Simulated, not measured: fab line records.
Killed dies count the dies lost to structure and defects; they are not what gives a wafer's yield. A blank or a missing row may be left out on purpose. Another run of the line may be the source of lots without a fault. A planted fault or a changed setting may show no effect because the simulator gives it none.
Which tool did it? ; flow nand-harc ; Sampling: 6 lots, 18 wafers, 5 of 1302 route steps

== WHAT THE GAUGES READ, wafer by wafer ==
NHARC_END_SORT_01.
lot;measured;on;killed-at-array
L974;day 30 09:11;prober-02;98 110 90

== WHAT TOOL EACH LOT RAN ON (gives the tool, then ch and the chambers of the sampled wafers, and finally the start) ==
lot;NHARC_A_STAIRCASE_TRIM_231;NHARC_A_STAIRCASE_DESCUM_252;NHARC_A_STAIRCASE_STRIP_254;NHARC_A_STAIRCASE_HM_DEP_456
L959;rie-diel-07 ch 0,1,2, day 16 05:13 or earlier;rie-diel-07 ch 0,1,2, day 16 05:13;plasma-asher-01 ch 0,1, day 16 05:25;acl-dep-02 ch 0, day 16 06:50
L963;rie-diel-03 ch 0,2,3, day 17 22:57 or earlier;rie-diel-03 ch 1,3, day 17 22:57;plasma-asher-01 ch 0,1, day 17 23:12;acl-dep-03 ch 0, day 18 01:09
L969;rie-diel-03 ch 1,2,3, day 20 17:49 or earlier;rie-diel-05 ch 0,3, day 20 17:49;plasma-asher-01 ch 0,1, day 20 18:08;acl-dep-03 ch 0, day 20 21:40
L974;rie-diel-05 ch 2,3, day 22 02:22 or earlier;rie-diel-03 ch 1,2, day 22 02:22;plasma-asher-02 ch 0,1, day 22 02:40;acl-dep-03 ch 0, day 22 04:55
L975;rie-diel-05 ch 0,1,2, day 22 17:01 or earlier;rie-diel-07 ch 0,3, day 22 17:01;plasma-asher-02 ch 1, day 22 17:44;acl-dep-03 ch 0, day 23 00:25
L980;rie-diel-05 ch 0,2, day 24 18:26 or earlier;rie-diel-07 ch 2,3, day 24 18:26;plasma-asher-01 ch 0,1, day 24 18:46;acl-dep-03 ch 0, day 25 00:11
- NHARC_A_STAIRCASE_TRIM_231: chemistry O2, time 211.2 s.
- NHARC_A_STAIRCASE_DESCUM_252: chemistry O2, time 3 s.
- NHARC_A_STAIRCASE_STRIP_254: strips in O2.
- NHARC_A_STAIRCASE_HM_DEP_456: deposits aC, target thk 3100 nm.

== THE ANSWER, worked out from the rows above alone ==
Rule: the lots themselves supply what counts as usual. The widest of any qualifying gaps counts: lots, ordered by their means at a reading, are off when they make up no more than a third of the lots, leave a main group of 4 or more, and stand apart from it by 3 or more times the standard deviation of that group's means. A main group whose means are all the same, to the digits that the tables above print for the reading, isn't used. A lot without any number at a reading at which 4 lots or more have one is off too. Where the step has rows for the other lots, those lots are counted as sound.
No lot is off on any of the readings shown, so nothing can be concluded from this.

== WHAT WAS PUT IN BY THE SIMULATOR ==
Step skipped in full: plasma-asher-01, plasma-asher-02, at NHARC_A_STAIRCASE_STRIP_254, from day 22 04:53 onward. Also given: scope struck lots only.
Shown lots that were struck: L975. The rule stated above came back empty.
